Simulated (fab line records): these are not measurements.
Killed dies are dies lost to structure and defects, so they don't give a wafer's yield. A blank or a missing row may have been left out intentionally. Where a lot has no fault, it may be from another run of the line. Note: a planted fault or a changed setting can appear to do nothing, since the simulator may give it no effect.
Chamber matching    flow n5Finfet    N5_BEOL_M8_CURE_74 on uvCure-01 has 3 sister chambers
The step cures SiCOH lowk, time 240 s. 3 wafers are shown with their chamber, then 8 later ones without.

== WAFERS WITH THEIR CHAMBER ==
wafer   chamber  wafer_temp_C_max
L085.5  0        386.5
L089.4  2        385.8
L091.1  1        386.2

== WAFERS WHOSE CHAMBER IS MISSING ==
wafer   wafer_temp_C_max
L091.2  386.3
L091.4  386.2
L096.1  386.1
L096.5  385.9
L096.6  386.3
L097.1  386.3
L097.3  386.2
L097.5  386.3

== THE CHAMBER EACH PASSED THROUGH ==
wafer    from the rows above       in truth
L091.2   can't be placed: 1 or 0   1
L091.4   1                         1
L096.1   1                         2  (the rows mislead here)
L096.5   2                         2
L096.6   can't be placed: 1 or 0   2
L097.1   can't be placed: 1 or 0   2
L097.3   1                         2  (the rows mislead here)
L097.5   can't be placed: 1 or 0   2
2 of 8 placed correctly. Cannot be placed on the basis of these rows: 4; the candidates contain the true chamber in 1. Number placed wrongly: 2.
How it was worked out, from the rows above alone: a wafer's distance from a chamber is the root of the sum, over the readings, of the square of ((its reading less the chamber's mean) divided by the reading's scatter). The wafer belongs to the nearest chamber; if the next one is less than 2 further off, it can't be placed. The mean given for a chamber averages the wafers shown for that chamber. The scatter: with one shown wafer a chamber, the root of the mean of the squares of how far each hidden wafer lies from its nearest shown one.
